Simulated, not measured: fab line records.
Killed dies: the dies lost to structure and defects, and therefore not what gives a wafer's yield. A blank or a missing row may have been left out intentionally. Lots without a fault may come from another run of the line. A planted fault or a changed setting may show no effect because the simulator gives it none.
fab line records	flow nand-harc
record lots=7	wafers=21	last-day=24
route steps=1159 shown A_WL_FILL@816 END@1159
lots that met no fault: from a run of the same line without faults
start-h: the number of hours between the record's first day and the start of the first shown wafer of the lot	wait-h: time in hours since the lot's previous step	" identical to the entry in the row above	L1.1+2: a single row standing in for several wafers	- no value, or no start given	* or withheld: withheld	< > ~ a bound
route shown NAME@n: a module of which the file shows steps, and the number in the route of the first	usual: the fault-free wafers' mean and standard deviation	same: alike in all rows	chamber/n: place in a boat	sites: per-site readings	_std_site: standard deviation across them	_edge_site: outer sites' mean less inner sites'	radius-mm: for every site, how far away it sits from the centre of the wafer	mask NAME#n: copy n	behind: the most recent tool/chamber to have shaped the wafer	hold: why the lot was held/for how many hours/how that ended	device: transistor that didn't switch, given as n, p or np	end of line: tests run on the same wafers once the route is complete	where a step has no rows: the recipe by itself	killed: dies that structure and defects cost at the first sort, which is not the same as the wafer's yield	map: per-die view of a wafer (x killed, . not killed, _ where there is no die)
set.NAME: the setting as run; set.NAME@STEP: as run at that earlier step	model.NAME: the simulator's own value behind a step, which no gauge read
lots at some steps of the route; a table a step, a row a wafer
services: from which hour (start-h, from the record's first day; less than 0 if before it) a tool's chamber was out of use, for how many hours, and why
## steps
# step NHARC_A_WL_FILL_STRIP_27
# recipe power-w=1500	temp-c=250	time-s=20	chemistry=N2/H2
# usual drypump-motor-current-A=5.46/0.27	heater-power-w=327/30
lot.wafer	tool	chamber	start-h	wait-h	drypump-motor-current-A	heater-power-w	rf-hours-counter-h
L496.2	plasma-asher-02	0	338.80	0.1	5.60	293	51
L496.4	"	1	"	"	5.73	316	-
L496.5	"	0	"	"	5.58	303	-
L497.1	plasma-asher-02	0	339.15	0.2	5.59	292	51
L497.4	"	1	"	"	5.72	329	-
L497.5	"	0	"	"	5.59	295	-
L499.2	plasma-asher-01	1	343.54	0.1	5.11	383	19
L499.4	"	0	"	"	5.09	347	-
L499.3	"	1	"	"	5.13	379	-
L500.2	plasma-asher-01	0	362.80	0.3	5.10	352	27
L500.3	"	0	"	"	5.10	344	-
L500.5	"	0	"	"	5.12	352	-
L507.1	plasma-asher-01	0	403.62	0.1	5.10	353	44
L507.2	"	1	"	"	5.10	379	44
L507.6	"	0	"	"	5.10	352	-
L513.2	plasma-asher-02	0	433.52	0.1	5.60	300	20
L513.6	"	1	"	"	5.75	304	-
L513.5	"	0	"	"	5.60	301	-
L512.3	plasma-asher-02	0	437.45	0.6	5.59	298	-
L512.5	"	0	"	"	5.58	301	-
L512.6	"	1	"	"	5.75	310	-
# step NHARC_A_WL_FILL_STRIP_28
# recipe time-s=1200	temp-c=72.5	chemistry=post-etch-residue-remover
# step NHARC_A_WL_FILL_PRECLEAN_06
# recipe time-s=300	chemistry=DIW
# step NHARC_A_WL_FILL_SRD_07
# step NHARC_A_WL_FILL_ANNEAL_08
# recipe temp-c=450	time-s=1800
# step NHARC_A_WL_FILL_ALD_10
# recipe target-thk-a=500	pulse-time-s=10	ald-cycles=500	temp-c=300	material=SiO2
# usual heater-power-w=461/33	precursor-pulse-height-rel=1.000/0.019
# same ald-cycles=500
lot.wafer	tool	chamber	start-h	wait-h	heater-power-w	precursor-pulse-height-rel
L497.4	ald-hk-03	3	344.56	0.6	456	0.999
L497.1	"	0	"	"	444	0.987
L497.5	"	2	346.10	2.1	494	0.988
L496.4	ald-hk-01	2	344.73	0.7	493	1.009
L496.2	"	0	345.77	1.8	404	1.032
L496.5	"	1	"	"	511	0.993
L499.3	ald-hk-04	3	349.76	0.1	461	1.021
L499.4	"	1	350.81	1.1	430	1.014
L499.2	"	2	"	"	422	1.023
L500.2	ald-hk-01	2	369.93	2.1	496	1.013
L500.3	"	3	"	"	531	0.989
L500.5	"	0	"	"	395	1.027
L507.1	ald-hk-04	1	407.77	0.6	426	0.982
L507.2	"	3	408.80	1.6	432	0.973
L507.6	"	0	"	"	472	0.991
L512.3	ald-hk-04	0	443.19	1.1	480	1.003
L512.5	"	2	444.22	2.1	434	1.016
L512.6	"	3	"	"	447	0.996
L513.2	ald-hk-03	0	445.27	3.2	450	1.016
L513.5	"	3	446.79	4.7	451	0.981
L513.6	"	0	"	"	447	0.962
# step NHARC_A_WL_FILL_ETCHBACK_16
# recipe target-depth-a=880	time-s=17.6	c4f8-flow-sccm=withheld	o2-flow-sccm=8	ar-flow-sccm=withheld	rf-w=600	bias-w=800	chemistry=C4F8/O2/Ar
# usual chamber-pressure-mTorr=25.000/0.023	oes-product-au=0.980/0.028	rf-vpp-V=725/5.1
lot.wafer	tool	chamber	start-h	wait-h	chamber-pressure-mTorr	oes-product-au	rf-hours-counter-h	rf-vpp-V
L497.1	rie-diel-11	2	-	-	25.001	0.999	7.8	728
L497.4	"	0	"	"	24.962	0.994	11.9	729
L497.5	"	1	"	"	24.969	0.993	-	715
L496.4	rie-diel-03	3	-	-	25.014	0.988	3.3	728
L496.2	"	0	"	"	25.010	0.969	3.2	729
L496.5	"	2	"	"	24.957	0.976	-	719
L499.3	rie-diel-05	2	-	-	25.003	1.000	0.1	730
L499.4	"	3	"	"	24.993	1.002	0.1	729
L499.2	"	0	"	"	24.949	0.994	0.1	728
L500.2	rie-diel-03	1	-	-	25.037	0.924	4.2	727
L500.3	"	3	"	"	25.030	0.943	4.1	728
L500.5	"	2	"	"	24.988	0.931	-	720
L507.1	rie-diel-05	2	-	-	25.017	0.998	0.7	729
L507.2	"	3	"	"	25.004	0.995	2.2	730
L507.6	"	0	"	"	24.977	0.987	-	728
L512.3	rie-diel-03	1	-	-	24.974	1.000	1.7	726
L512.6	"	3	"	"	24.982	0.983	-	728
L512.5	"	0	"	"	25.043	0.989	-	729
L513.2	rie-diel-03	2	-	-	24.980	1.002	1.7	720
L513.5	"	0	"	"	25.015	0.989	-	728
L513.6	"	1	"	"	25.006	0.998	-	727
# step NHARC_A_WL_FILL_STRIP_29
# recipe time-s=20	o2-flow-sccm=500	ar-flow-sccm=0	bias-w=0	chemistry=O2
# step NHARC_A_WL_FILL_ETCHBACK_17
# recipe target-depth-a=40	time-s=26.7	chemistry=Cl2/BCl3
# usual chamber-pressure-mTorr=9.999/0.0083	drypump-motor-current-A=5.60/0.29	oes-product-au=1.004/0.0098
lot.wafer	tool	chamber	start-h	wait-h	chamber-pressure-mTorr	drypump-motor-current-A	oes-product-au	rf-hours-counter-h
L497.1	rie-metal-02	0	348.89	-	10.001	5.85	1.002	4.4
L497.4	"	0	"	"	10.006	5.87	1.005	-
L497.5	"	1	"	"	10.008	5.36	0.992	-
L496.2	rie-metal-03	1	349.09	-	10.000	5.43	1.006	-
L496.4	"	1	"	"	10.002	5.41	1.011	-
L496.5	"	1	"	"	9.988	5.45	1.004	-
L499.2	rie-metal-03	1	354.71	-	9.995	5.40	0.998	-
L499.3	"	1	"	"	9.996	5.43	1.005	-
L499.4	"	1	"	"	10.000	5.39	1.006	-
L500.2	rie-metal-03	1	373.71	-	10.004	5.46	1.015	3.2
L500.3	"	0	"	"	9.996	5.30	1.012	-
L500.5	"	0	"	"	9.991	5.28	1.009	-
L507.1	rie-metal-03	1	412.07	-	10.004	5.41	1.011	3.9
L507.2	"	0	"	"	9.990	5.25	0.995	2.2
L507.6	"	0	"	"	10.002	5.28	1.008	-
L512.3	rie-metal-02	0	447.06	-	9.991	5.84	1.013	-
L512.6	"	1	"	"	10.000	5.36	0.982	-
L512.5	"	0	"	"	10.002	5.87	1.013	-
L513.2	rie-metal-03	1	449.53	-	10.000	5.41	1.006	4.8
L513.5	"	1	"	"	10.006	5.43	1.009	-
L513.6	"	0	"	"	10.003	5.28	1.005	-
# step NHARC_A_WL_FILL_PRECLEAN_18
# recipe time-s=30	chemistry=dHF
# step NHARC_A_WL_FILL_SRD_21
# step NHARC_A_WL_FILL_CVD_23
# recipe target-thk-a=400	temp-c=620	pressure-mtorr=200	time-s=800	material=poly-Si
# usual zone-power-lower-pct=8.5/0.62
lot.wafer	tool	chamber	start-h	wait-h	zone-power-lower-pct
L496.2	lpcvd-poly-04	0	351.50	2.1	8.9
L496.4	"	0	"	"	8.9
L496.5	"	0	"	"	8.9
L499.2	lpcvd-poly-04	0	357.17	2.2	8.9
L499.3	"	0	"	"	8.7
L499.4	"	0	"	"	8.9
L497.1	lpcvd-poly-04	0	381.50	32.4	8.9
L497.4	"	0	"	"	8.8
L497.5	"	0	"	"	8.6
L500.2	lpcvd-poly-01	0	405.57	31.6	7.5
L500.3	"	0	"	"	7.4
L500.5	"	0	"	"	7.4
L507.1	lpcvd-poly-01	0	444.88	32.6	7.3
L507.2	"	0	"	"	7.4
L507.6	"	0	"	"	7.4
L512.3	lpcvd-poly-01	0	449.83	2.6	7.3
L512.5	"	0	"	"	7.4
L512.6	"	0	"	"	7.5
L513.2	lpcvd-poly-04	0	452.00	-	8.8
L513.5	"	0	"	"	8.9
L513.6	"	0	"	"	8.8
# step NHARC_A_WL_FILL_ETCHBACK_26
# recipe target-depth-a=520	time-s=13.3	hbr-flow-sccm=150	rf-w=350	icp-w=350	bias-w=60	chemistry=HBr
# usual chamber-pressure-mTorr=15.000/0.015	drypump-motor-current-A=5.7/0.4	oes-product-au=1.001/0.0091	throttle-valve-pct=23.266/0.009
lot.wafer	tool	chamber	start-h	wait-h	chamber-pressure-mTorr	drypump-motor-current-A	oes-product-au	rf-hours-counter-h	throttle-valve-pct
L496.4	rie-si-01	1	354.10	0.4	14.983	5.2	1.004	0.3	23.268
L496.2	"	2	"	"	14.991	5.2	1.000	0.2	23.261
L496.5	"	1	"	"	15.000	5.2	0.993	-	23.247
L499.4	rie-si-05	2	359.74	0.4	15.022	5.2	1.001	0.8	23.269
L499.3	"	0	"	"	14.992	5.6	1.000	0.9	23.267
L499.2	"	1	"	"	15.014	5.5	0.994	0.7	23.258
L497.1	rie-si-02	1	384.10	0.4	14.995	6.1	1.004	0.9	23.262
L497.4	"	3	"	"	15.011	5.6	0.993	1.1	23.274
L497.5	"	1	"	"	14.999	6.1	1.000	-	23.283
L500.3	rie-si-01	2	408.14	0.4	14.991	5.2	0.984	0.5	23.272
L500.2	"	3	"	"	14.981	5.4	0.992	0.4	23.277
L500.5	"	2	"	"	15.010	5.2	0.979	-	23.264
L507.2	rie-si-02	2	447.40	0.4	14.990	6.1	0.997	0.1	23.264
L507.1	"	1	"	"	14.997	6.1	0.998	0.1	23.264
L507.6	"	3	"	"	15.007	5.6	1.004	-	23.245
L512.3	rie-si-05	0	452.48	0.4	14.995	5.6	0.997	0.2	23.253
L512.5	"	1	"	"	15.028	5.5	1.005	-	23.269
L512.6	"	2	"	"	15.018	5.2	1.017	-	23.261
L513.2	rie-si-05	2	454.56	0.4	15.010	5.2	1.007	0.3	23.267
L513.5	"	1	"	"	14.982	5.5	0.989	-	23.277
L513.6	"	2	"	"	14.992	5.2	1.003	-	23.241
# step NHARC_END_SORT_01
# recipe temp-c=25
# usual killed-at-array=26/11	killed-at-other=0.4/0.78	killed-at-periphery=3.4/2.4	killed-dies=29/11	killed-open=3.1/1.9	killed-short=1.9/1.4
# same gross-dies=677
lot.wafer	tool	chamber	start-h	wait-h	killed-at-array	killed-at-other	killed-at-periphery	killed-dies	killed-open	killed-short
L499.2	prober-01	0	529.56	2.8	15	0	4	19	2	1
L499.3	prober-01	0	530.36	3.1	12	0	6	18	2	2
L499.4	prober-01	0	531.16	3.4	11	0	9	20	2	1
L497.1	prober-02	0	543.16	2.5	28	0	4	32	3	3
L497.4	prober-02	0	545.60	3.4	30	0	3	33	3	1
L497.5	prober-02	0	546.41	3.7	30	0	3	33	1	2
L507.1	prober-01	0	566.59	2.5	23	0	1	24	5	4
L507.2	prober-01	0	567.39	2.8	25	0	1	26	4	1
L507.6	prober-01	0	570.61	4.0	17	1	1	19	5	1
L500.2	prober-01	0	575.22	2.8	16	0	3	19	2	0
L500.3	prober-01	0	576.02	3.1	17	0	6	23	4	0
L500.5	prober-01	0	577.62	3.7	9	0	2	11	0	0
# killed by level:class
L499.2 A_WL_FILL:chamber-film-flake=6 A_STAIRCASE:chamber-film-flake=3 P_STI:chamber-film-flake=2 A_CHANNEL_HOLE_D1:chamber-film-flake=2 P_M1:geometric-particle:open=1 A_WL_FILL:geometric-particle:short=1 A_WL_FILL:geometric-particle:open=1 P_ZERO_WELL:chamber-film-flake=1
L499.3 P_STI:chamber-film-flake=4 A_STAIRCASE:chamber-film-flake=3 A_WL_FILL:chamber-film-flake=3 A_SLIT:chamber-film-flake=2 P_M0:geometric-particle:open=1 A_CHANNEL_FILL_D1:geometric-particle:short=1 A_WL_FILL:geometric-particle:short=1 A_CONTACT:geometric-particle:open=1
L499.4 P_GATE:chamber-film-flake=5 A_WL_FILL:chamber-film-flake=5 P_STI:chamber-film-flake=2 P_M1:geometric-particle:open=1 A_WL_FILL:geometric-particle:short=1 A_BLC:geometric-particle:open=1 P_ZERO_WELL:chamber-film-flake=1 A_CHANNEL_HOLE_D1:chamber-film-flake=1
L497.1 A_CHANNEL_HOLE_D1:chamber-film-flake=15 A_SLIT:chamber-film-flake=5 P_M0:geometric-particle:short=2 A_ONON_D1:geometric-particle:open=2 A_STAIRCASE:chamber-film-flake=2 A_CONTACT:chamber-film-flake=2 A_WL_FILL:geometric-particle:short=1 A_CONTACT:geometric-particle:open=1
L497.4 A_CHANNEL_HOLE_D1:chamber-film-flake=13 A_STAIRCASE:chamber-film-flake=5 A_ZERO_WELL:chamber-film-flake=3 A_SLIT:chamber-film-flake=3 A_ONON_D1:geometric-particle:short=1 A_ONON_D1:geometric-particle:open=1 A_CHANNEL_HOLE_D1:geometric-particle:open=1 A_CHANNEL_FILL_D1:geometric-particle:open=1
L497.5 A_CHANNEL_HOLE_D1:chamber-film-flake=15 A_SLIT:chamber-film-flake=6 A_STAIRCASE:chamber-film-flake=5 A_CONTACT:chamber-film-flake=2 P_GATE:geometric-particle:short=1 P_CONTACT:geometric-particle:open=1 A_ONON_D1:geometric-particle:short=1 P_GATE:chamber-film-flake=1
L507.1 A_SLIT:chamber-film-flake=8 A_CONTACT:chamber-film-flake=5 P_M0:geometric-particle:open=1 A_ONON_D1:geometric-particle:open=1 A_CHANNEL_FILL_D1:geometric-particle:open=1 A_CHANNEL_FILL_D1:geometric-particle:short=1 A_WL_FILL:geometric-particle:short=1 A_WL_FILL:geometric-particle:open=1
L507.2 A_SLIT:chamber-film-flake=9 A_CONTACT:chamber-film-flake=7 A_CHANNEL_HOLE_D1:chamber-film-flake=4 A_CONTACT:geometric-particle:open=2 P_CONTACT:geometric-particle:open=1 A_SOURCE_PLATE:geometric-particle:short=1 A_STAIRCASE:geometric-particle:open=1 A_ZERO_WELL:chamber-film-flake=1
L507.6 A_SLIT:chamber-film-flake=5 A_CONTACT:geometric-particle:open=3 A_CHANNEL_HOLE_D1:chamber-film-flake=3 A_CONTACT:chamber-film-flake=3 A_STAIRCASE:chamber-film-flake=2 P_M0:geometric-particle:open=1 A_BLC:geometric-particle:open=1 STARTING-WAFER:geometric-particle:short=1
L500.2 A_CHANNEL_HOLE_D1:chamber-film-flake=7 A_CONTACT:chamber-film-flake=4 P_CONTACT:chamber-film-flake=2 A_STAIRCASE:geometric-particle:open=1 A_CONTACT:geometric-particle:open=1 P_ZERO_WELL:chamber-film-flake=1 A_STAIRCASE:chamber-film-flake=1 A_SLIT:chamber-film-flake=1
L500.3 A_CHANNEL_HOLE_D1:chamber-film-flake=8 A_CONTACT:chamber-film-flake=3 P_CONTACT:chamber-film-flake=2 A_STAIRCASE:chamber-film-flake=2 P_GATE:geometric-particle:open=1 P_M0:geometric-particle:open=1 A_WL_FILL:geometric-particle:open=1 A_CONTACT:geometric-particle:open=1
L500.5 A_CHANNEL_HOLE_D1:chamber-film-flake=3 A_STAIRCASE:chamber-film-flake=3 P_GATE:chamber-film-flake=1 P_CONTACT:chamber-film-flake=1 A_SLIT:chamber-film-flake=1 A_WL_FILL:chamber-film-flake=1 A_CONTACT:chamber-film-flake=1
## services
tool	chamber	start-h	hours	kind
rie-si-05	3	319.21	5.8	repair
rie-metal-03	0	320.51	1.8	repair
ald-hk-01	-	323.00	0.9	repair
ald-hk-03	-	323.81	10.0	pm
rie-metal-03	0	332.13	22.9	repair
rie-diel-05	-	340.60	9.0	pm
rie-si-01	0	357.69	7.1	repair
rie-si-05	3	359.98	3.4	repair
plasma-asher-02	-	360.51	9.0	pm
ald-hk-04	-	364.00	10.0	pm
rie-diel-05	2	365.61	39.4	repair
lpcvd-poly-04	-	368.29	9.3	repair
rie-si-02	3	369.35	7.5	repair
rie-si-01	3	378.18	7.1	repair
rie-diel-05	0	382.59	5.5	repair
rie-metal-02	-	388.00	9.0	pm
rie-si-02	-	388.00	9.0	pm
rie-diel-03	-	392.30	9.0	pm
rie-si-01	2	399.89	1.1	repair
rie-metal-02	1	400.87	9.3	repair
rie-diel-03	-	404.87	1.6	repair
rie-si-05	-	416.00	9.0	pm
rie-metal-03	-	453.00	9.0	pm
plasma-asher-01	-	453.66	9.0	pm
## key
first-sign step=NHARC_A_WL_FILL_CVD_23	reading=wait-h	direction=changed
effect none on later readings
met-at NHARC_A_WL_FILL_CVD_23
struck-wafers L497.1,L497.4,L497.5,L500.2,L500.3,L500.5,L507.1,L507.2,L507.6
tester-left-out L497,L500,L507
fault kind=queue-time-violation	tool=lpcvd-poly-01,lpcvd-poly-02,lpcvd-poly-04	chamber=0	onset-h=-	steps=NHARC_A_WL_FILL_CVD_23	delay-hr=30	scope=struck-lots-only
# tester-left-out: of these lots the tester's yield and bins aren't shown, on N5 and GAA mostly nor the transistor test; their killed dies are dies lost to structure and defects alone, not to doping, threshold or leakage, so they don't give the yield
